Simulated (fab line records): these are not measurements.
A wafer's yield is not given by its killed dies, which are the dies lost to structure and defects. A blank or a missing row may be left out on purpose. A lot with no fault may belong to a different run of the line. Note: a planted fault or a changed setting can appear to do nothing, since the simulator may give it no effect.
Matching of chambers :: flow nandHarc :: 3 sister chambers for NHARC_P_M1_PRE_CLEAN_32 on pecvd-03
The step time 12 s. 24 wafers are shown with their chamber, then 12 later ones without.

EACH WAFER AND ITS CHAMBER
wafer: L077.3
chamber: 0
heaterPowerW (W): 640

wafer: L077.5
chamber: 2
heaterPowerW (W): 745

wafer: L077.6
chamber: 0
heaterPowerW (W): 659

wafer: L078.3
chamber: 0
heaterPowerW (W): 585

wafer: L078.5
chamber: 0
heaterPowerW (W): 589

wafer: L078.6
chamber: 1
heaterPowerW (W): 538

wafer: L079.1
chamber: 1
heaterPowerW (W): 541

wafer: L079.2
chamber: 0
heaterPowerW (W): 644

wafer: L079.5
chamber: 1
heaterPowerW (W): 551

wafer: L080.1
chamber: 0
heaterPowerW (W): 689

wafer: L080.2
chamber: 2
heaterPowerW (W): 685

wafer: L080.3
chamber: 1
heaterPowerW (W): 550

wafer: L083.2
chamber: 0
heaterPowerW (W): 692

wafer: L083.3
chamber: 2
heaterPowerW (W): 775

wafer: L083.5
chamber: 1
heaterPowerW (W): 539

wafer: L084.1
chamber: 1
heaterPowerW (W): 463

wafer: L084.2
chamber: 0
heaterPowerW (W): 670

wafer: L084.6
chamber: 2
heaterPowerW (W): 723

wafer: L087.1
chamber: 0
heaterPowerW (W): 693

wafer: L087.4
chamber: 1
heaterPowerW (W): 542

wafer: L087.6
chamber: 1
heaterPowerW (W): 533

wafer: L091.2
chamber: 0
heaterPowerW (W): 668

wafer: L091.3
chamber: 1
heaterPowerW (W): 540

wafer: L091.5
chamber: 1
heaterPowerW (W): 522

SIGNATURES (means of the wafers above)
reading: heaterPowerW
chamber 0: 652.90
chamber 1: 531.90
chamber 2: 732.00
scatter within a chamber: 33.9
Rule: a wafer lies at a distance from a chamber equal to the root of the sum of squares, over the readings, of (its reading less the chamber's mean, divided by the reading's scatter). If the next closest chamber is less than 2 further off than the closest, the wafer can't be placed; otherwise it belongs to the closest. The scatter: the root of (the sum of the squares of (reading less its chamber's mean) over the shown wafers, divided by (wafers less chambers)).

WAFERS WITH NO CHAMBER GIVEN
wafer: L093.2
heaterPowerW (W): 637

wafer: L093.4
heaterPowerW (W): 629

wafer: L093.5
heaterPowerW (W): 543

wafer: L095.1
heaterPowerW (W): 632

wafer: L095.3
heaterPowerW (W): 558

wafer: L095.5
heaterPowerW (W): 536

wafer: L096.3
heaterPowerW (W): 708

wafer: L096.5
heaterPowerW (W): 757

wafer: L096.6
heaterPowerW (W): 686

wafer: L097.1
heaterPowerW (W): 699

wafer: L097.5
heaterPowerW (W): 607

wafer: L097.6
heaterPowerW (W): 671

EACH ONE'S CHAMBER
wafer: L093.2
from the rows above: 0
in truth: 0

wafer: L093.4
from the rows above: 0
in truth: 0

wafer: L093.5
from the rows above: 1
in truth: 1

wafer: L095.1
from the rows above: 0
in truth: 0

wafer: L095.3
from the rows above: 1
in truth: 1

wafer: L095.5
from the rows above: 1
in truth: 1

wafer: L096.3
from the rows above: can't be placed: 2 or 0
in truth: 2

wafer: L096.5
from the rows above: 2
in truth: 2

wafer: L096.6
from the rows above: can't be placed: 0 or 2
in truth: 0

wafer: L097.1
from the rows above: can't be placed: 2 or 0
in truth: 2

wafer: L097.5
from the rows above: can't be placed: 0 or 1
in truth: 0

wafer: L097.6
from the rows above: can't be placed: 0 or 2
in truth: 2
Correctly placed: 7 of 12. These rows do not allow placing 5 (true chamber among the candidates in 5). Number placed wrongly: 0.
